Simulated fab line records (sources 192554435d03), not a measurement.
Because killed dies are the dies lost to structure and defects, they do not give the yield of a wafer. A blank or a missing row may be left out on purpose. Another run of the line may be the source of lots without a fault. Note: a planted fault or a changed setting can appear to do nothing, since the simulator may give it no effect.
Comparing a struck lot with a sound one | flow n5_finfet | 16 out of 1938 route steps
Sound: the wafers L303.2, L303.4, L303.6. Wafers L322.2, L322.3, L322.6 were the ones struck. The cause comes at the end.
Per side, at each step with rows, come the tool, then ch with its chambers, and then its first start. Under that, the readings that differ: sound wafers | struck wafers | difference of the means | sigmas: that difference in standard deviations of wafers without a fault.
alike: words and numbers the same on both sides, and readings whose means are apart by under 2 such deviations; not compared: readings that were withheld, readings missing a value for some wafer, numbers with overlapping values and no deviation given by the record, and bounds like >300 which may hide the same value.
The two part at a step that has a row with sigmas, a row that says differs or no value, or rows on one side only. Numbers that don't overlap but have no deviation are shown without sigmas and don't part them. Lack of a reading on every wafer of one side parts them only where that side has two or more wafers.

N5_BEOL_M1_SPUTTER_79: material Cu, target thk 4.5 nm, time 8.29 s.
  sound on pvd_sputter-03, day 6 17:38; struck on pvd_sputter-03, day 11 15:53
  alike: chamber_pressure_pa, chuck_gas_flow_sccm, substrate_temp_c, throttle_valve_pct
N5_BEOL_M1_ANNEAL_80: time 240 s.
  sound on pvd_sputter-03, day 6 17:43; struck on pvd_sputter-03, day 11 15:58
  alike: heater_power_w
then, 4 steps without rows for these wafers: N5_BEOL_M1_SPUTTER_81 (material Cu, target thk 4.5 nm, time 8.29 s); N5_BEOL_M1_ANNEAL_82 (time 240 s); N5_BEOL_M1_SPUTTER_86 (material Cu, target thk 4.5 nm, time 8.29 s); N5_BEOL_M1_ANNEAL_87 (time 240 s).
N5_BEOL_M1_SPUTTER_88: material Cu, target thk 4.5 nm, time 8.29 s.
  sound on pvd_sputter-03, day 6 18:17; struck on pvd_sputter-03, day 11 16:32
  alike: chamber_pressure_pa, chuck_gas_flow_sccm, substrate_temp_c, throttle_valve_pct
then, 4 steps without rows for these wafers: N5_BEOL_M1_ANNEAL_89 (time 240 s); N5_BEOL_M1_SPUTTER_90 (material Cu, target thk 4.5 nm, time 8.29 s); N5_BEOL_M1_ANNEAL_91 (time 240 s); N5_BEOL_M1_SPUTTER_92 (material Cu, target thk 4.5 nm, time 8.29 s).
N5_BEOL_M1_ANNEAL_93: time 240 s.
  sound on pvd_sputter-03, day 6 18:49; struck on pvd_sputter-03, day 11 17:04
  alike: heater_power_w
N5_BEOL_M1_SPUTTER_94: material Cu, target thk 4.5 nm, time 8.29 s.
  sound on pvd_sputter-03, day 6 18:57; struck on pvd_sputter-03, day 11 17:12
  no value came back on the struck wafers for chamber_pressure_pa (Pa), chuck_gas_flow_sccm (sccm), substrate_temp_c (C), throttle_valve_pct (%); on the sound wafers chamber_pressure_pa (Pa) reads 0.06984 0.06992 0.07004
N5_BEOL_M1_ANNEAL_95: time 240 s.
  sound on pvd_sputter-03, day 6 19:02; struck on pvd_sputter-03, day 11 17:17
  alike: heater_power_w
N5_BEOL_M4_RC_MEAS_101:
  sound on prober-02 ch 0, day 8 08:52; struck on prober-01 ch 0, day 13 15:38
  alike: DIBL_N, DIBL_P, IOFF_N, IOFF_P, ION_N, ION_P, SS_N, SS_P, VT_N, VT_P
-- here the record skips 4 days between the struck wafers' starts before and after, leaving off in module BEOL_M4 and picking up in module PASSIVATION (first step shown: number 1936 of the route) --
N5_PASSIVATION_PROBE_49:
  sound on prober-01, day 12 18:11; struck on prober-01, day 18 00:14
  reading                | sound | struck   | difference | sigmas
  sort_bin_4_leakage (%) | 0 0 0 | 0 0.59 0 | +0         | +4
  alike: defect_limited_yield, killed_at_M0_to_M3, killed_at_M4_up, killed_at_contacts, killed_at_front_end, killed_at_other, killed_dies, killed_open, killed_short, sort_bin_5_function, sort_bin_6_memory, sort_bin_8_speed, sort_n_pass, sort_yield_pct

WHERE THEY PART
At N5_BEOL_M1_SPUTTER_94 first; at N5_PASSIVATION_PROBE_49 last (within this record only).

WHY: the cause the simulator had injected
Beginning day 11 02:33, the whole step at N5_BEOL_M1_SPUTTER_94 was skipped on pvd_sputter-03. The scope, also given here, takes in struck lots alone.
